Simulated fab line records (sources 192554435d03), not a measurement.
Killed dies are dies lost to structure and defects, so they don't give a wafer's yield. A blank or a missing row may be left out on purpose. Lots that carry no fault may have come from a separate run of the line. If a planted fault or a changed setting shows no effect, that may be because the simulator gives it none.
Comparing a struck lot with a sound one / flow n5_finfet / 17 out of 1938 route steps
Sound: the wafers L476.2, L476.4, L476.6. Wafers struck: L483.1, L483.3, L483.6. The cause comes at the end.
For every step that has rows: the tool of each side, followed by ch and its chambers, followed by its first start. Under that, the readings that differ: sound wafers / struck wafers / difference of the means / sigmas: that difference in standard deviations of wafers without a fault.
alike: readings whose means differ by less than 2 such deviations, and words and numbers that are the same on both sides. not compared: withheld readings, readings that some wafer has no value for, bounds like >300 that may hide the same value, and numbers for which the record gives no deviation and whose values overlap.
The two part at a step that has a row with sigmas, a row that says differs or no value, or rows on one side only. Numbers that don't overlap but have no deviation are shown without sigmas and don't part them. A reading missing from all wafers of one side parts the sides only when that side holds two or more wafers.

first, 1 step without rows for these wafers: N5_GATE_CUT_SRD_32 (time 30 s).
N5_GATE_CUT_SAC_CAP_01: material SiNx, target thk 24 nm, pulse time 1 s, ald cycles 480.
  sound on ald_sin-02 ch 0,1,2, day 5 20:03; struck on ald_sin-04 ch 1,2,3, day 7 13:45
  alike: heater_power_w, precursor_pulse_height_rel
N5_GATE_CUT_PECVD_57: deposits SiNx from SiH4/NH3/N2, target thk 21 nm.
  sound on pecvd-03 ch 1,2, day 5 22:14; struck on pecvd-02 ch 1,2, day 7 15:56
  alike: heater_power_w, showerhead_plenum_p_Torr, throttle_valve_pct
N5_GATE_CUT_CMP_02: polishes, stops on SiO2, t overpolish 12.7 s, target thk 0 nm.
  sound on cmp-03 ch 0,1, day 5 22:19; struck on cmp-03 ch 1,2,3, day 7 16:07
reading=overpolish_run_s (s); sound=12.698 12.687 12.683; struck=12.710 12.703 12.709; difference=+0.018; sigmas=+2
  alike: motor_current_A, time_to_endpoint_s
  not compared: pad_life_wafers
N5_GATE_CUT_HM_DEP_46: deposits SiO2 from TEOS/O2, target thk 130 nm, time 26.6 s.
  sound on pecvd-02 ch 0,2, day 5 22:39; struck on pecvd-03 ch 0,1, day 7 16:22
reading=throttle_valve_pct (%); sound=18.3 18.8 18.0; struck=20.7 18.7 20.7; difference=+1.7; sigmas=+2
  alike: heater_power_w, showerhead_plenum_p_Torr
then, 6 steps without rows for these wafers: N5_GATE_CUT_COAT_34 (time 60 s, resist thk 60 nm); N5_GATE_CUT_COAT_35 (time 60 s, resist thk 10 nm); N5_GATE_CUT_COAT_27 (time 60 s, resist thk 10 nm); N5_GATE_CUT_COAT_07 (resist thk 30 nm); N5_GATE_CUT_EBR_09; N5_GATE_CUT_SOFTBAKE_08 (time 60 s).
N5_GATE_CUT_EXPOSE_10: exposes mask GATE CUT, target cd 20 nm.
  sound on euv_scanner-01 ch 0, day 5 22:52; struck on euv_scanner-01 ch 0, day 7 16:35
reading=model.GATE_CUT.overlay_x_nm (nm); sound=-0.8 -0.8 -0.8; struck=5.4 5.4 5.4; difference=+6.2; sigmas=
  alike: mask
then, 2 steps without rows for these wafers: N5_GATE_CUT_PEB_11 (peb time 60 s); N5_GATE_CUT_DEVELOP_12 (develop time 30 s).
N5_GATE_CUT_CD_MEAS_13 targets a cd of 20 nm.
  sound on cd_sem-03 ch 0, day 5 22:59; struck on cd_sem-02 ch 0, day 7 16:43
  alike: cd_nm
N5_GATE_CUT_OVL_MEAS_14:
  sound on overlay-02 ch 0, day 5 23:01; struck on overlay-02 ch 0, day 7 16:44
reading=GATE_CUT_OVL (nm); sound=-1.3 -1.4 -1.1; struck=4.8 4.9 4.2; difference=+5.9; sigmas=+9
N5_GATE_CUT_INSPECT_15: inspects for defects (brightfield).
  sound on defect_inspect-02 at day 5 23:04; struck on defect_inspect-02 at day 7 16:48
  alike: raw_defect_count

== WHERE THEY PART ==
Last at N5_GATE_CUT_OVL_MEAS_14 as far as this record goes, first at N5_GATE_CUT_CMP_02. Later steps at which nothing parts them and some readings are alike: N5_GATE_CUT_INSPECT_15.

WHY: what the simulator had put in
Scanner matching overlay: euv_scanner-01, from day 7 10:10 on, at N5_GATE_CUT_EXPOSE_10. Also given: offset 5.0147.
